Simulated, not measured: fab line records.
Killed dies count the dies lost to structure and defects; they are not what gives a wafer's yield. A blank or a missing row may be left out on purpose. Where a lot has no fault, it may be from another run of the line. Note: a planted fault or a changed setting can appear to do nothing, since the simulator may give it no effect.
Struck lot and sound lot, side by side :: flow n5 finfet :: 36 steps out of a route of 1938
Sound: wafers L930.3, L930.4, L930.6. Wafers struck: L916.2, L916.3, L916.6. The cause comes at the end.
Per side, at each step with rows, come the tool, then ch with its chambers, and then its first start. Under that, the readings that differ: sound wafers :: struck wafers :: difference of the means :: sigmas: that difference in standard deviations of wafers without a fault.
alike: readings whose means differ by less than 2 such deviations, and words and numbers that are the same on both sides. not compared: withheld readings, readings that some wafer has no value for, bounds like >300 that may hide the same value, and numbers for which the record gives no deviation and whose values overlap.
Wherever a step has rows on one side only, a row that says differs or no value, or a row with sigmas, the two part there. Numbers that have no deviation but don't overlap get no sigmas and don't part them. Lack of a reading on every wafer of one side parts them only where that side has two or more wafers.

first, 9 steps without rows for these wafers: N5_BEOL_M4_ANNEAL_95 (time 240 s); N5_BEOL_M4_SPUTTER_96 (material Cu, target thk 4.5 nm, time 8.29 s); N5_BEOL_M4_ECD_50 (material Cu, target thk 300 nm); N5_BEOL_M4_ANNEAL_51 (time 90 s); N5_BEOL_M4_CMP_52 (polishes, stops on SiOC, t overpolish 6.8 s, target thk 40 nm); N5_BEOL_M4_PRE_CLEAN_60 (time 15 s); N5_BEOL_M4_CO_CAP_55 (material Co, precursor CCTBA/H2, target thk 2 nm, time 102.1 s); N5_BEOL_M4_PRE_CLEAN_56 (time 15 s); N5_BEOL_M4_DEP_57 (deposits SiCN from 3MS/NH3, target thk 8 nm, time 14 s).
N5_BEOL_M4_RC_MEAS_101:
  sound on prober-01 ch 0, day 14 04:36; struck on prober-01 ch 0, day 10 19:16
reading: ION_P (uA/um)
sound: 466 470 473
struck: 458 453 456
difference: -14
sigmas: -2

reading: SS_P (mV/dec)
sound: 73.8 73.5 73.8
struck: 73.1 71.0 72.5
difference: -1.5
sigmas: -2
  alike: DIBL_N, DIBL_P, IOFF_N, IOFF_P, ION_N, SS_N, VT_N, VT_P
then, 24 steps without rows for these wafers: N5_BEOL_M5_ILD_DEP_00 (deposits SiCOH lowk from DEMS/porogen, target thk 140.64 nm, time 25.9 s); N5_BEOL_M5_CURE_79 (cures SiCOH lowk, time 240 s); N5_BEOL_M5_PECVD_70 (deposits SiO2 from TEOS/O2, target thk 16 nm, time 18 s); N5_BEOL_M5_HM_DEP_02 (deposits TiN, target thk 20 nm); N5_BEOL_M5_COAT_59 (time 60 s, resist thk 60 nm); N5_BEOL_M5_COAT_60 (time 60 s, resist thk 12 nm); N5_BEOL_M5_COAT_71 (time 60 s, resist thk 5 nm); N5_BEOL_M5_COAT_05 (resist thk 30 nm); N5_BEOL_M5_EBR_07; N5_BEOL_M5_SOFTBAKE_06 (time 60 s); N5_BEOL_M5_EXPOSE_08 (exposes mask M5, target cd 28 nm); N5_BEOL_M5_PEB_09 (peb time 60 s); N5_BEOL_M5_DEVELOP_10 (develop time 30 s); N5_BEOL_M5_DESCUM_16 (chemistry O2, time 7 s); N5_BEOL_M5_ETCH_72 (etches underlayer in N2/H2, target depth 6.5 nm, time 5.2 s); N5_BEOL_M5_ETCH_61 (etches SiARC in CF4, target depth 15.6 nm, time 26 s); N5_BEOL_M5_ETCH_62 (etches SOC in N2/H2, target depth 75 nm, overetch 15 nm, time 112.5 s); N5_BEOL_M5_STRIP_63 (strips in N2/H2); N5_BEOL_M5_STRIP_73 (strips in N2/H2); N5_BEOL_M5_STRIP_64 (strips in CF4); N5_BEOL_M5_HM_OPEN_17 (chemistry Cl2/BCl3, target TiN, target depth 20 nm, overetch 6 nm); N5_BEOL_M5_STRIP_19 (strips in O2); N5_BEOL_M5_COAT_65 (time 60 s, resist thk 60 nm); N5_BEOL_M5_COAT_66 (time 60 s, resist thk 12 nm).
N5_BEOL_M5_VIA_ETCH_34: etches SiCOH lowk in C4F6/O2, target depth 88.3 nm, time 39.2 s.
  sound on rie diel-02 ch 0,1, day 14 11:31; struck on rie diel-05 ch 1,2, day 11 02:25
  no value came back on the struck wafers for any of 7 readings (C4F6_flow_sccm (sccm), O2_flow_sccm (sccm) and others); on the sound wafers C4F6_flow_sccm (sccm) reads 9.97 10.01 9.96
reading: model.SiARC_of_BEOL_M5_COAT_66.thk nm (nm)
sound: 0 0 0
struck: 6.4 6.4 6.4
difference: +6.4
sigmas: 

reading: model.SOC_of_BEOL_M5_COAT_65.thk nm (nm)
sound: 55.8 56 55.8
struck: 60 60 60
difference: +4
sigmas: 
  not compared: rf hours counter h
-- record jumps: 4 days separate the struck wafers' starts on either side; left off in module BEOL_M5, taken up again in module PASSIVATION, whose first shown step is the route's number 1936 --
N5_PASSIVATION_PROBE_49:
  sound: prober-02 at day 19 00:43; struck: prober-02 at day 15 12:01
reading: defect limited yield (%)
sound: 92.4 90.6 93.1
struck: 0 0 0
difference: -92
sigmas: -61

reading: killed_at_M4_up
sound: 12 7 8
struck: 1104 1098 1100
difference: +1092
sigmas: +99 or more

reading: killed dies
sound: 90 111 82
struck: 1180 1180 1180
difference: +1086
sigmas: +64

reading: killed on rim
sound: 14 11 12
struck: 152 152 152
difference: +140
sigmas: +32

reading: sort_bin_5_function (%)
sound: 3.9 5.5 4.1
struck: 96.6 96.4 96.0
difference: +91.8
sigmas: +98

reading: sort n pass
sound: 1090 1069 1098
struck: 0 0 0
difference: -1086
sigmas: -64

reading: sort yield pct (%)
sound: 92.4 90.6 93.1
struck: 0 0 0
difference: -92
sigmas: -61
  alike: killed_at_M0_to_M3, killed at contacts, killed at front end, killed at other, killed open, killed short, sort_bin_6_memory

## WHERE THEY PART
First at N5_BEOL_M4_RC_MEAS_101; last, within this record, at N5_PASSIVATION_PROBE_49.

WHY: what had been put in by the simulator
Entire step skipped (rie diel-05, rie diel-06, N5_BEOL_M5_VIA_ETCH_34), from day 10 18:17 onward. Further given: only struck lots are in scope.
